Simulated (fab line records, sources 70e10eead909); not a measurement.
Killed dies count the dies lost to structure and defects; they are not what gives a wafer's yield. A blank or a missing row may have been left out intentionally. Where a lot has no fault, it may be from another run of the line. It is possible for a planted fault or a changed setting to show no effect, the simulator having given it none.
A lot that was struck, set against a sound lot + flow nand_harc + 39 steps out of a route of 1302
Sound: wafers L734.2, L734.5, L734.6. Struck: wafer L736.1. The cause comes at the end.
At each step with rows: each side's tool, then ch and its chambers, then its first start. Under that, the readings that differ: sound wafers + struck wafers + difference of the means + sigmas: that difference in standard deviations of wafers without a fault.
alike: readings with means less than 2 such deviations apart, plus words and numbers identical on both sides. not compared: withheld readings, readings lacking a value on some wafer, bounds such as >300 that could conceal the same value, and numbers that have no deviation in the record and whose values overlap.
A row with sigmas, a row that says differs or no value, or rows on one side alone: a step with any of these is where the two part. Numbers that have no deviation but don't overlap get no sigmas and don't part them. A reading that every wafer of one side lacks parts them only if that side has two wafers or more.

first, 2 steps without rows for these wafers: NHARC_P_M1_PRE_CLEAN_30 (time 30 s); NHARC_P_M1_PVD_20 (deposits TaN, target thk 5 nm, time 8.06 s).
NHARC_P_M1_PVD_21: deposits Cu, target thk 30 nm, time 20.49 s.
  sound on pvd_sputter-01; struck on pvd_sputter-02
  alike: throttle_valve_pct
then, 2 steps without rows for these wafers: NHARC_P_M1_ECD_22 (material Cu, target thk 400 nm); NHARC_P_M1_ANNEAL_31 (time 90 s).
NHARC_P_M1_CMP_23: polishes, t overpolish 20 s, target thk 157.82 nm.
  sound on cmp-03 ch 0,1,2, day 10 11:38; struck on cmp-02 ch 2, day 12 04:31
| reading                | sound    | struck | difference | sigmas |
|------------------------|----------|--------|------------|--------|
| time_to_endpoint_s (s) | 36 31 33 | 22     | -11        | -3     |
  alike: edge_zone_pressure_frac, motor_current_A
NHARC_P_M1_THK_MEAS_24: measures by xrf.
  struck on film_metro-02, day 12 04:48; sound on film_metro-02, day 10 11:52
| reading     | sound             | struck | difference | sigmas |
|-------------|-------------------|--------|------------|--------|
| thk_nm (nm) | 159.0 159.7 159.1 | 154.0  | -5.3       | -3     |
then, 3 steps without rows for these wafers: NHARC_P_M1_SRD_25; NHARC_P_M1_PRE_CLEAN_32 (time 12 s); NHARC_P_M1_DEP_33 (deposits SiCN, target thk 30 nm).
NHARC_P_M2_DEP_00: deposits SiOC, target thk 182.5 nm.
  sound on pecvd-03 ch 1,2, day 10 12:40; struck on pecvd-04 ch 1, day 12 18:04
then, 9 steps without rows for these wafers: NHARC_P_M2_DEHYDRATE_01 (time 120 s); NHARC_P_M2_HMDS_02 (time 30 s); NHARC_P_M2_COAT_34 (time 65 s); NHARC_P_M2_COAT_03 (resist thk 90 nm); NHARC_P_M2_SOFTBAKE_04 (time 55 s); NHARC_P_M2_EBR_05; NHARC_P_M2_EXPOSE_06 (exposes mask P M2, target cd 170 nm); NHARC_P_M2_PEB_07 (peb time 65 s); NHARC_P_M2_DEVELOP_08 (develop time 35 s).
NHARC_P_M2_CD_MEAS_09: the cd target is 170 nm.
  sound on cd_sem-03 ch 0, day 10 13:25; struck on cd_sem-03 ch 0, day 12 18:44
  alike: cd_nm
NHARC_P_M2_OVL_MEAS_10: pitch 340 nm.
  struck on overlay-01, day 12 18:49; sound on overlay-01, day 10 13:30
  alike: overlay_x_nm, overlay_y_nm
then, 3 steps without rows for these wafers: NHARC_P_M2_DESCUM_14 (chemistry O2, time 3 s); NHARC_P_M2_ETCH_35 (etches the open film in N2/H2, target depth 40 nm, overetch 12 nm, time 43.94 s); NHARC_P_M2_ETCH_15 (etches the open film in C4F8/Ar, target depth 182.5 nm, time 91.2 s).
NHARC_P_M2_CD_MEAS_16:
  struck on cd_sem-03, day 12 19:13; sound on cd_sem-01, day 10 13:58
  alike: cd_nm
then, 3 steps without rows for these wafers: NHARC_P_M2_STRIP_18 (strips in N2/H2); NHARC_P_M2_ETCH_28 (etches the open film in CF4/N2, target depth 30 nm, time 72.99 s); NHARC_P_M2_STRIP_19 (strips in post etch residue remover, time 600 s).
NHARC_P_M2_DEGAS_29: time 60 s.
  struck on pvd_sputter-01, day 12 20:01; sound on pvd_sputter-03, day 10 14:42
  alike: heater_power_w
then, 4 steps without rows for these wafers: NHARC_P_M2_PRE_CLEAN_30 (time 30 s); NHARC_P_M2_PVD_20 (deposits TaN, target thk 5 nm, time 8.06 s); NHARC_P_M2_PVD_21 (deposits Cu, target thk 30 nm, time 20.49 s); NHARC_P_M2_ECD_22 (material Cu, target thk 400 nm).
NHARC_P_M2_ANNEAL_31: time 90 s.
  sound on rtp_anneal-01 ch 0, day 10 15:28; struck on rtp_anneal-02 ch 0, day 12 20:47
  alike: anneal_temp_c, wafer_temp_C_max
NHARC_P_M2_CMP_23: polishes, t overpolish 20 s, target thk 144.3 nm.
  sound on cmp-02 ch 0,3, day 10 15:45; struck on cmp-04 ch 1, day 12 21:08
| reading             | sound        | struck | difference | sigmas |
|---------------------|--------------|--------|------------|--------|
| motor_current_A (A) | 9.9 9.5 10.3 | 15.2   | +5.3       | +4     |
  alike: edge_zone_pressure_frac, time_to_endpoint_s
NHARC_P_M2_THK_MEAS_24: measures by xrf.
  struck on film_metro-02, day 12 21:26; sound on film_metro-01, day 10 16:04
  alike: thk_nm
next, for these wafers, 1 step has no rows: NHARC_P_M2_SRD_25.
-- break in the record here, with 16 days between the starts of the struck wafers on either side (left off in module P_M2, picked up again in module END, where the first step shown is number 1302 on the route) --
NHARC_END_SORT_01:
  only the struck wafers appear in the record here, on prober-02 ch 0 at day 29 00:25; the sound ones have no rows

## WHERE THEY PART
First at NHARC_P_M1_CMP_23; last, within this record, at NHARC_END_SORT_01.

WHY: the cause the simulator had injected
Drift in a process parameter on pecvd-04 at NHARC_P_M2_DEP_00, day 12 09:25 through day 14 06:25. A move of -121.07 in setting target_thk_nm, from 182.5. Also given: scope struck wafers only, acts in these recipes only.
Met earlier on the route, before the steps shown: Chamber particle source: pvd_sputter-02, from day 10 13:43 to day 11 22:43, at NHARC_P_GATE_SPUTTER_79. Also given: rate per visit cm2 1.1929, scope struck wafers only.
